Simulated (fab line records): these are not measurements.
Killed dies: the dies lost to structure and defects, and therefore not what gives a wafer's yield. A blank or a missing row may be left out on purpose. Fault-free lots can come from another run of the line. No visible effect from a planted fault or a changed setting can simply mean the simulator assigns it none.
Which tool is to blame?	flow n5 finfet	14 lots, 41 wafers sampled, at 8 steps of a route of 1938

WHAT THE GAUGES READ, wafer by wafer
N5_BEOL_M0_SAQP_CD_MEAS_25: the cd target is 13.1 nm.
lot	measured	on	cd nm (nm)
L988	day 5 13:49	cd sem-02	12.73 12.84 12.71
L989	day 6 01:26	cd sem-03	12.98 13.16 12.89
L990	day 6 05:37	cd sem-02	12.88 12.42 12.91
L992	day 6 15:29	cd sem-02	12.25 12.32 12.24
L995	day 7 10:39	cd sem-03	12.67 12.62 12.95
L996	day 7 13:41	cd sem-02	12.83 12.73 12.72
L997	day 7 20:34	cd sem-03	12.95 12.97 13.03
L998	day 8 00:26	cd sem-02	13.03 12.73 12.73
L999	day 8 11:35	cd sem-01	12.76 12.82
L100	day 8 21:18	cd sem-02	12.52 12.14 13.09
L108	day 10 14:07	cd sem-03	- - -
L109	day 10 23:37	cd sem-01	- - -
L110	day 11 01:03	cd sem-02	12.85 12.69 12.93
L111	day 11 14:08	cd sem-01	13.22 13.16 13.07

N5_BEOL_M4_RC_MEAS_101.
lot	measured	on	DIBL_N (mV/V)	DIBL_P (mV/V)	IOFF_N (nA/um)	IOFF_P (nA/um)	ION_N (uA/um)	ION_P (uA/um)	SS_N (mV/dec)	SS_P (mV/dec)	VT_N (mV)	VT_P (mV)
L988	day 7 21:47	prober-01	38.3 39.7 36.7	40.6 42.2 38.1	0.22 0.25 0.18	0.29 0.33 0.24	691 681 675	471 473 467	71.8 73.0 72.2	74.1 74.5 73.4	247 243 250	-247 -244 -248
L989	day 8 13:19	prober-02	35.8 36.7 36.7	38.3 38.5 39.2	0.15 0.16 0.16	0.19 0.20 0.21	669 675 667	455 463 458	71.9 71.5 71.4	74.0 73.6 74.5	251 249 250	-256 -255 -254
L990	day 8 22:41	prober-02	39.3 38.8 36.7	42.2 40.3 38.6	0.25 0.20 0.17	0.33 0.28 0.25	684 681 695	475 465 480	72.0 71.8 72.0	73.5 74.5 72.9	245 248 250	-245 -247 -247
L992	day 9 02:05	prober-01	38.5 35.9 35.7	38.0 34.2 33.9	0.19 0.13 0.14	0.23 0.18 0.17	677 656 658	456 452 446	72.2 71.5 71.7	73.7 72.1 72.0	247 252 253	-252 -255 -257
L995	day 10 02:21	prober-01	40.5 37.7 36.3	41.6 37.0 35.5	0.24 0.17 0.14	0.30 0.21 0.19	687 668 661	473 462 454	72.5 71.4 71.3	74.3 73.4 72.9	245 249 251	-245 -250 -251
L996	day 10 01:18	prober-02	36.2 35.7 37.7	35.5 36.2 37.3	0.13 0.13 0.16	0.18 0.18 0.21	659 655 664	453 452 457	72.0 71.5 72.6	73.3 72.9 72.8	256 255 252	-252 -252 -250
L997	day 10 06:06	prober-01	38.8 40.4 39.5	40.5 43.5 43.2	0.21 0.25 0.25	0.24 0.30 0.30	681 695 703	464 458 476	71.4 72.5 71.6	74.4 75.2 75.5	245 245 241	-252 -245 -247
L998	day 10 09:36	prober-02	38.0 37.7 37.2	39.0 38.5 37.2	0.20 0.17 0.16	0.30 0.29 0.25	690 669 673	487 474 471	71.6 71.6 71.3	73.9 74.0 72.9	245 251 251	-242 -245 -245
L999	day 11 02:36	prober-01	38.1 36.4	37.6 37.6	0.16 0.15	0.21 0.22	661 681	458 473	71.7 71.1	73.0 73.7	249 250	-251 -247
L100	day 11 16:25	prober-01	36.9 37.1 37.4	36.1 36.9 37.8	0.15 0.15 0.17	0.25 0.26 0.28	664 666 686	464 464 474	70.8 71.7 71.7	72.6 73.8 72.7	251 252 249	-243 -248 -243
L110	day 13 19:45	prober-02	38.6 39.3 37.7	39.3 39.4 38.0	0.18 0.18 0.14	0.24 0.23 0.21	673 669 661	459 459 453	71.7 72.6 72.0	73.9 74.4 73.8	252 251 255	-252 -253 -255
L111	day 13 23:04	prober-02	36.1 38.0 37.1	35.9 37.9 36.7	0.13 0.15 0.14	0.19 0.22 0.20	649 676 662	447 464 456	71.3 71.4 70.7	72.5 73.6 73.4	254 252 252	-250 -249 -253

WHICH TOOL RAN EACH LOT (tool, then ch and the chambers of the sampled wafers, then the start)
lot	N5_BEOL_M0_SAQP_HM_DEP_02	N5_BEOL_M0_SAQP_HM_OPEN_112	N5_BEOL_M0_SAQP_MANDREL_ETCH_20	N5_BEOL_M0_SAQP_RECESS_114	N5_BEOL_M0_SAQP_SPACER1_ALD_98	N5_BEOL_M0_SAQP_MANDREL1_REMOVE_100
L988	pvd sputter-01, day 5 11:20	rie diel-04 ch 1,2,3, day 5 12:26	rie si-06 ch 2,3, day 5 12:31	vapor etch-01 ch 0,1, day 5 12:45	ald sin-02 ch 0,1,3, day 5 13:08	rie si-01 ch 1,2, day 5 13:41
L989	pvd sputter-01, day 5 23:05	rie diel-04 ch 1,3, day 6 00:04	rie si-03 ch 0,1, day 6 00:09	vapor etch-02 ch 1, day 6 00:23	ald sin-04 ch 0,1,3, day 6 00:46	rie si-01 ch 2,3, day 6 01:20
L990	pvd sputter-01, day 6 02:50	rie diel-03 ch 0,3, day 6 03:49	rie si-01 ch 0,2, day 6 03:53	vapor etch-01 ch 0,1, day 6 04:14	ald sin-02 ch 1,3, day 6 04:56	rie si-03 ch 2,3, day 6 05:29
L992	pvd sputter-03, day 6 12:58	rie diel-04 ch 0,2, day 6 14:04	rie si-03 ch 0,1,2, day 6 14:08	vapor etch-01 ch 0,1, day 6 14:22	ald sin-02 ch 2,3, day 6 14:45	rie si-03 ch 1,2,3, day 6 15:23
L995	pvd sputter-03, day 7 08:10	rie diel-05 ch 0,1,2, day 7 09:12	rie si-06 ch 0,2,3, day 7 09:17	vapor etch-01 ch 0,1, day 7 09:35	ald sin-03 ch 0,2,3, day 7 09:59	rie si-06 ch 1,2,3, day 7 10:32
L996	pvd sputter-03, day 7 10:34	rie diel-03 ch 0,3, day 7 11:41	rie si-03 ch 1,2, day 7 11:46	vapor etch-01 ch 0,1, day 7 12:07	ald sin-03 ch 0,3, day 7 12:51	rie si-01 ch 0,1, day 7 13:35
L997	pvd sputter-02, day 7 17:33	rie diel-05 ch 2,3, day 7 19:07	rie si-06 ch 2,3, day 7 19:11	vapor etch-01 ch 0,1, day 7 19:29	ald sin-03 ch 0,2,3, day 7 19:53	rie si-01 ch 2,3, day 7 20:26
L998	pvd sputter-01, day 7 22:04	rie diel-05 ch 1,2,3, day 7 23:03	rie si-01 ch 0,3, day 7 23:08	vapor etch-02 ch 0,1, day 7 23:22	ald sin-02 ch 2,3, day 7 23:45	rie si-06 ch 1,3, day 8 00:19
L999	pvd sputter-01, day 8 08:57	rie diel-05 ch 0,3, day 8 10:03	rie si-03 ch 0,2, day 8 10:08	vapor etch-01 ch 1, day 8 10:29	ald sin-03 ch 2,3, day 8 10:45	rie si-06 ch 0,1, day 8 11:28
L100	pvd sputter-01, day 8 17:28	rie diel-04 ch 2,3, day 8 19:09	rie si-03 ch 2,3, day 8 19:14	vapor etch-02 ch 0,1, day 8 19:28	ald sin-04 ch 0,2,3, day 8 20:38	rie si-01 ch 1,2, day 8 21:11
L108	pvd sputter-01, day 10 10:00	rie diel-04 ch 1,2,3, day 10 12:15	rie si-03 ch 0,1, day 10 12:20	vapor etch-02 ch 0,1, day 10 12:34	ald sin-02 ch 0,1,3, day 10 13:22	rie si-01 ch 0,1,3, day 10 14:00
L109	pvd sputter-03, day 10 21:16	rie diel-05 ch 1,2,3, day 10 22:14	rie si-01 ch 0,2,3, day 10 22:20	vapor etch-01 ch 0,1, day 10 22:41	ald sin-02 ch 1,2,3, day 10 22:56	rie si-03 ch 0,2, day 10 23:30
L110	pvd sputter-01, day 10 22:41	rie diel-04 ch 0,2,3, day 10 23:40	rie si-06 ch 1,2,3, day 10 23:46	vapor etch-01 ch 0,1, day 11 00:07	ald sin-02 ch 0,2,3, day 11 00:22	rie si-03 ch 0,3, day 11 00:56
L111	pvd sputter-03, day 11 10:46	rie diel-04 ch 1,2,3, day 11 11:44	rie si-06 ch 1,3, day 11 11:49	vapor etch-01 ch 0, day 11 12:11	ald sin-03 ch 2,3, day 11 13:11	rie si-03 ch 2,3, day 11 14:01
- N5_BEOL_M0_SAQP_HM_DEP_02: deposits TiN, target thk 12 nm.
- N5_BEOL_M0_SAQP_HM_OPEN_112: chemistry CHF3/O2, target SiO2, stops on a-Si, target depth 12 nm, time 13.5 s.
- N5_BEOL_M0_SAQP_MANDREL_ETCH_20: etches a-Si in HBr/Cl2, stops on SiNx, target depth 60 nm, bt time 10 s, time 30 s.
- N5_BEOL_M0_SAQP_RECESS_114: chemistry HF/NH3, target SiO2, target depth 14.4 nm, afs cycles 3, sublimation time 60 s.
- N5_BEOL_M0_SAQP_SPACER1_ALD_98: deposits SiO2, target thk 12.8 nm, pulse time 1 s, purge time 2 s.
- N5_BEOL_M0_SAQP_MANDREL1_REMOVE_100: chemistry HBr/Cl2/O2, target a-Si, stops on SiNx, bt time 10 s.

WHAT THE TOOLS THEMSELVES READ (means of the sampled wafers that have a number; where no wafer has one, the mark that the record gives instead)
N5_BEOL_M0_SAQP_HM_DEP_02.
lot	tool	throttle valve pct (%)
L988	pvd sputter-01	31.9
L989	pvd sputter-01	30.1
L990	pvd sputter-01	30.2
L992	pvd sputter-03	30.2
L995	pvd sputter-03	30.0
L996	pvd sputter-03	29.9
L997	pvd sputter-02	28.7
L998	pvd sputter-01	31.9
L999	pvd sputter-01	30.8
L100	pvd sputter-01	31.8
L108	pvd sputter-01	30.7
L109	pvd sputter-03	29.7
L110	pvd sputter-01	30.8
L111	pvd sputter-03	29.4

N5_BEOL_M0_SAQP_HM_OPEN_112.
lot	tool	CHF3_flow_sccm (sccm)	O2_flow_sccm (sccm)	drypump motor current A (A)	oes product au (a.u.)	rf vpp V (V)	showerhead plenum p Torr (Torr)	throttle valve pct (%)
L988	rie diel-04	49.99	5.003	5.1	0.51	528	2.43	18.69
L989	rie diel-04	49.87	4.985	5.2	0.49	536	2.45	18.73
L990	rie diel-03	50.04	5.002	5.9	0.59	531	2.49	18.86
L992	rie diel-04	49.81	4.996	5.4	0.51	515	2.32	18.84
L995	rie diel-05	49.93	5.005	5.8	0.53	530	2.36	18.63
L996	rie diel-03	49.82	5.005	5.8	0.56	531	2.48	18.88
L997	rie diel-05	49.85	5.013	5.7	0.51	520	2.42	18.97
L998	rie diel-05	50.10	4.987	5.6	0.50	524	2.38	18.80
L999	rie diel-05	49.99	4.985	5.8	0.57	515	2.40	18.66
L100	rie diel-04	50.12	5.013	5.3	0.54	526	2.48	18.51
L108	rie diel-04	-	-	-	-	-	-	-
L109	rie diel-05	-	-	-	-	-	-	-
L110	rie diel-04	50.01	4.993	5.6	0.52	520	2.40	18.74
L111	rie diel-04	49.92	5.006	5.1	0.55	528	2.41	18.62

N5_BEOL_M0_SAQP_MANDREL_ETCH_20.
lot	tool	HBr_flow_sccm (sccm)	drypump motor current A (A)	oes product au (a.u.)	throttle valve pct (%)
L988	rie si-06	149.7	6.4	0.766	35.7
L989	rie si-03	150.1	5.3	0.780	35.1
L990	rie si-01	149.8	5.5	0.779	36.0
L992	rie si-03	150.2	5.4	0.778	35.2
L995	rie si-06	150.0	6.3	0.765	35.8
L996	rie si-03	150.2	5.4	0.782	34.9
L997	rie si-06	150.7	6.4	0.763	35.8
L998	rie si-01	150.0	5.8	0.784	35.2
L999	rie si-03	150.3	5.6	0.790	35.2
L100	rie si-03	149.9	5.7	0.765	35.3
L108	rie si-03	150.4	5.3	0.332	35.9
L109	rie si-01	150.0	5.7	0.332	36.5
L110	rie si-06	150.0	6.0	0.773	35.5
L111	rie si-06	150.4	6.2	0.771	35.4

N5_BEOL_M0_SAQP_RECESS_114.
lot	tool	drypump motor current A (A)
L988	vapor etch-01	5.71
L989	vapor etch-02	5.36
L990	vapor etch-01	5.81
L992	vapor etch-01	5.70
L995	vapor etch-01	5.70
L996	vapor etch-01	5.80
L997	vapor etch-01	5.72
L998	vapor etch-02	5.40
L999	vapor etch-01	5.91
L100	vapor etch-02	5.38
L108	vapor etch-02	5.41
L109	vapor etch-01	5.72
L110	vapor etch-01	5.71
L111	vapor etch-01	5.60

N5_BEOL_M0_SAQP_SPACER1_ALD_98.
lot	tool	chamber pressure Torr (Torr)	heater power w (W)	precursor pulse height rel
L988	ald sin-02	2.003	489	0.981
L989	ald sin-04	2.001	484	1.012
L990	ald sin-02	2.005	501	0.998
L992	ald sin-02	2.005	430	1.012
L995	ald sin-03	2.003	533	1.006
L996	ald sin-03	2.001	546	1.003
L997	ald sin-03	2.003	529	0.996
L998	ald sin-02	1.998	429	1.001
L999	ald sin-03	1.998	534	1.007
L100	ald sin-04	2.005	487	0.990
L108	ald sin-02	1.998	487	1.003
L109	ald sin-02	2.000	466	0.987
L110	ald sin-02	1.998	443	0.997
L111	ald sin-03	2.005	526	0.997

N5_BEOL_M0_SAQP_MANDREL1_REMOVE_100.
lot	tool	HBr_flow_sccm (sccm)	drypump motor current A (A)	oes product au (a.u.)	throttle valve pct (%)
L988	rie si-01	150.2	5.3	1.000	37.0
L989	rie si-01	150.4	5.6	0.998	37.0
L990	rie si-03	149.7	5.7	0.993	36.5
L992	rie si-03	149.7	5.5	1.007	36.3
L995	rie si-06	150.3	6.0	0.998	36.8
L996	rie si-01	150.3	5.2	1.000	36.4
L997	rie si-01	150.3	5.6	0.993	37.0
L998	rie si-06	149.9	6.2	1.006	36.6
L999	rie si-06	150.1	5.5	1.016	37.0
L100	rie si-01	149.5	5.2	1.001	36.6
L108	rie si-01	150.2	5.5	0.377	36.4
L109	rie si-03	150.0	5.6	0.384	36.6
L110	rie si-03	150.4	5.7	0.999	36.7
L111	rie si-03	150.5	5.7	0.994	36.5

THE ANSWER, worked out from the rows above alone
Rule: the lots themselves supply what counts as usual. Put in order of their means at a reading, lots are off if they are a third of the lots or fewer, leave a main group of 4 or more, and stand apart from it by a gap of 3 or more times the standard deviation of the main group's means; of several such gaps the widest counts. The tables above print the reading to a certain number of digits; a main group whose means all agree to those digits is not used. Also off: a lot with no number at a reading for which 4 or more lots have one. The other lots that the step has rows for count as sound. Order of review: gauges by route order, followed by the tools' own readings, for which a lot's mean as printed above is used. At the first step where some lot is off, the reading lying furthest off is the one used; lots without a number count as furthest.
Off at N5_BEOL_M0_SAQP_CD_MEAS_25 (cd nm): L108, L109. Without a number there: L108, L109. For the main group the mean is 12.79 nm and the standard deviation 0.21.
A tool fits if, at a process step before that reading, it ran every lot that is off, and no sound lot after the first of them. The gauges at N5_BEOL_M0_SAQP_CD_MEAS_25 aren't tried: what is off there is off at N5_BEOL_M0_SAQP_HM_OPEN_112 too, on other tools, and a gauge's error can't cause that. Not one of the candidates tried fits.

WHAT THE SIMULATOR PUT IN
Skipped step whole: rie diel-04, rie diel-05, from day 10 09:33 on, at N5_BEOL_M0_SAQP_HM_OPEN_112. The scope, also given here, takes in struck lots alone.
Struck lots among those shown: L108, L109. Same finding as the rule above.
